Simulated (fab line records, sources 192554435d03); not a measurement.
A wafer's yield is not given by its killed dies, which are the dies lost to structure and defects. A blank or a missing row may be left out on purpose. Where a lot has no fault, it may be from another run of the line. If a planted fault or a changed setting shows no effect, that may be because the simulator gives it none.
Problem report in the 8D (eight disciplines) form, filled by code | flow n5 finfet | the parts of the form that need people (team, actions taken, sign-off) are left out

## 1. THE ISSUE
cd nm at N5_BEOL_M15_CD_MEAS_28 reads a mean of 383.7 nm on 6 wafers of 2 lots; wafers without a fault read 407.6 nm with a standard deviation of 1.5. That is -16 standard deviations from the usual mean.
The step: target cd 407.6 nm.
Earliest sighting: wafer L671.1 on cd sem-02 at day 15 18:34. Wafers with a number at this step in the record: 30, from 10 lots. Rule for "out" (also "out of limits"): further than 4 standard deviations from the usual mean. The rest of the wafers with a number are treated as sound.

## 2. WHAT IT IS; WHAT IT IS NOT
question                    | is                     | is not
which readings at this step | cd nm                  | -
which lots                  | L671, L672             | L659, L660, L662, L673, L674, L675, L677, L680
which wafers of those lots  | all that have a number | -
read on which gauges        | cd sem-02, cd sem-03   | cd sem-01
when                        | from day 15 18:34      | up to then (12 sound wafers); but 12 sound wafers of L674, L675, L677, L680 came after

## 3. WHAT RULES OUT EACH SUSPECT
Counting: a tool at any process step up to the reading remains a suspect when it ran all the lots that are out and ran no sound lot after the first of those.
- ruled out: the gauge at N5_BEOL_M15_CD_MEAS_28. The wafers that are out were read on 2 gauges (cd sem-02, cd sem-03).
- litho track-02 at N5_BEOL_M15_PEB_26 (peb time 90 s): kept. All lots that are out passed through it, beginning with L671 at day 15 18:26, and no sound lot followed; its final sound lot before that point was L659 at day 12 20:50. Its own heater power total W, plate temp C readings are out on those wafers.
Left after counting: litho track-02 at N5_BEOL_M15_PEB_26.

## 4. THE CAUSE (what the simulator had put in)
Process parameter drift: litho track-02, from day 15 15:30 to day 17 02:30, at N5_BEOL_M15_PEB_26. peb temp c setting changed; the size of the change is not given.
Counting left only this tool.

## 5. THE EFFECT CHAIN, in route order
One row per reading whose mean, taken over the struck wafers that have a number, lies over 3 standard deviations from the usual. Only readings whose record carries a usual standard deviation are examined. hours: median over the lots of the time between each lot's start at the first step of this table that gives one and its start at this step. sigmas: the change, counted in usual standard deviations.
hours | step                   | reading              | usual    | on struck wafers | change | sigmas
0     | N5_BEOL_M15_PEB_26     | heater power total W | 172.5 W  | 164.3            | -8.2   | -10
0     | N5_BEOL_M15_PEB_26     | plate temp C         | 130.05 C | 125.18           | -4.87  | -37
0     | N5_BEOL_M15_CD_MEAS_28 | cd nm                | 407.6 nm | 383.7            | -23.9  | -16
Here are the process steps it includes:
- N5_BEOL_M15_PEB_26: peb time 90 s.

## 6. HOW IT WOULD HAVE BEEN CAUGHT EARLIER
The first out-of-limits reading at a measuring or inspecting step in this record came at day 15 18:34, 3 hours after the fault's start at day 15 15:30.
The tool's own readings at N5_BEOL_M15_PEB_26 were out on every struck wafer that the step has a row for (heater power total W, plate temp C): an alarm limit on them would have fired on the first of those.
Lots out: 2; of these, L672 started N5_BEOL_M15_PEB_26 on litho track-02 after day 15 18:34. It would have been spared by a hold on the tool at that moment.
